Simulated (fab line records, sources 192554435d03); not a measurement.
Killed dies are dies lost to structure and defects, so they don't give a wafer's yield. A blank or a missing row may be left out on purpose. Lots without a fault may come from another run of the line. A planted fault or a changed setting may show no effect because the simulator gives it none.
Chamber matching | flow n5_finfet | N5_ZERO_LAYER_PECVD_02 on pecvd-03: 3 sister chambers
The step deposits SiO2 from SiH4/N2O, target thk 10 nm, time 6 s. 14 wafers are shown with their chamber, then 7 later ones without.

WAFERS WITH THEIR CHAMBER
wafer  | chamber | heater_power_w (W) | showerhead_plenum_p_Torr (Torr)
L075.1 | 1       | 584                | 8.14
L075.3 | 0       | 646                | 8.14
L075.5 | 2       | 775                | 8.14
L076.1 | 0       | 708                | 8.14
L076.3 | 1       | 649                | 8.12
L076.5 | 0       | 676                | 8.16
L080.1 | 1       | 626                | 8.16
L080.3 | 0       | 674                | 8.16
L080.5 | 1       | 619                | 8.13
L082.1 | 1       | 576                | 8.15
L082.2 | 0       | 736                | 8.14
L082.3 | 2       | 835                | 8.15
L091.2 | 2       | 907                | 8.12
L091.3 | 0       | 705                | 8.14

SIGNATURES (means of the wafers above)
reading                  | chamber 0 | chamber 1 | chamber 2 | scatter within a chamber
heater_power_w           | 690.83    | 610.80    | 839.00    | 39.9
showerhead_plenum_p_Torr | 8.1467    | 8.1400    | 8.1367    | 0.0135
Rule: a wafer's distance from a chamber is the root of the sum, over the readings, of the square of ((its reading less the chamber's mean) divided by the reading's scatter). The wafer belongs to the nearest chamber; if the next one is less than 2 further off, it can't be placed. The scatter: the root of (the sum of the squares of (reading less its chamber's mean) over the shown wafers, divided by (wafers less chambers)).

WAFERS WITHOUT THEIR CHAMBER
wafer  | heater_power_w (W) | showerhead_plenum_p_Torr (Torr)
L091.4 | 716                | 8.14
L093.2 | 876                | 8.12
L093.4 | 918                | 8.14
L093.5 | 686                | 8.15
L094.1 | 691                | 8.15
L094.4 | 569                | 8.12
L094.6 | 848                | 8.14

WHICH CHAMBER EACH WENT THROUGH
wafer  | from the rows above     | in truth
L091.4 | can't be placed: 0 or 1 | 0
L093.2 | 2                       | 2
L093.4 | 2                       | 2
L093.5 | can't be placed: 0 or 1 | 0
L094.1 | can't be placed: 0 or 1 | 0
L094.4 | can't be placed: 1 or 0 | 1
L094.6 | 2                       | 2
Placed correctly: 3 of 7. Can't be placed from these rows: 4 (the true chamber is among the candidates in 4). Placed wrongly: 0.
